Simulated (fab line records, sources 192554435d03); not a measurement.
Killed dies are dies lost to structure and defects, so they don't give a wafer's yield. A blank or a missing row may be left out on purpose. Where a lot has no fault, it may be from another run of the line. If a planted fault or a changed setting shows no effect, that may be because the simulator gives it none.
Matching of chambers | flow n5Finfet | N5_MOL_CONTACT_COAG_DESCUM_45 on rieDiel-05 has 4 sister chambers
The step chemistry O2, time 7 s. 14 wafers are shown with their chamber, then 7 later ones without.

## EACH WAFER AND ITS CHAMBER
wafer  | chamber | drypumpMotorCurrentA (A) | throttleValvePct (%) | showerheadPlenumPTorr (Torr)
L076.1 | 1       | 5.9                      | 20.46                | 2.02
L076.4 | 0       | 5.2                      | 20.18                | 2.02
L076.6 | 0       | 5.2                      | 20.19                | 2.02
L079.3 | 3       | 4.7                      | 20.59                | 2.06
L079.5 | 1       | 5.8                      | 20.46                | 2.02
L079.6 | 0       | 5.2                      | 20.19                | 2.02
L088.1 | 1       | 5.9                      | 20.49                | 2.02
L088.3 | 2       | 6.0                      | 20.65                | 2.11
L088.4 | 3       | 4.7                      | 20.63                | 2.05
L090.2 | 3       | 4.7                      | 20.63                | 2.05
L090.4 | 2       | 6.0                      | 20.67                | 2.10
L090.5 | 1       | 5.9                      | 20.49                | 2.01
L093.3 | 0       | 5.2                      | 20.24                | 2.01
L093.4 | 3       | 4.7                      | 20.62                | 2.05

SIGNATURES, as means of the wafers listed above
reading               | chamber 0 | chamber 1 | chamber 2 | chamber 3 | scatter within a chamber
drypumpMotorCurrentA  | 5.200     | 5.875     | 6.000     | 4.700     | 0.0274
throttleValvePct      | 20.2000   | 20.4750   | 20.6600   | 20.6175   | 0.0209
showerheadPlenumPTorr | 2.0175    | 2.0175    | 2.1050    | 2.0525    | 0.00524
Rule: a wafer's distance from a chamber is the root of the sum, over the readings, of the square of ((its reading less the chamber's mean) divided by the reading's scatter). If the next closest chamber is less than 2 further off than the closest, the wafer can't be placed; otherwise it belongs to the closest. How the scatter is found: for the shown wafers, subtract from each reading the mean of its chamber, square and add these, divide the total by (wafers less chambers), then take the root.

## WAFERS WHOSE CHAMBER IS MISSING
wafer  | drypumpMotorCurrentA (A) | throttleValvePct (%) | showerheadPlenumPTorr (Torr)
L093.5 | 5.2                      | 20.23                | 2.01
L094.1 | 4.7                      | 20.63                | 2.05
L094.2 | 5.8                      | 20.49                | 2.01
L094.5 | 6.0                      | 20.67                | 2.10
L097.2 | 5.1                      | 20.26                | 2.00
L097.3 | 6.0                      | 20.68                | 2.10
L097.4 | 4.7                      | 20.66                | 2.05

## WHICH CHAMBER EACH WENT THROUGH
wafer  | from the rows above | in truth
L093.5 | 0                   | 0
L094.1 | 3                   | 3
L094.2 | 1                   | 1
L094.5 | 2                   | 2
L097.2 | 0                   | 0
L097.3 | 2                   | 2
L097.4 | 3                   | 3
Placed correctly: 7 of 7. Number that these rows cannot place: 0. Wrongly placed: 0.
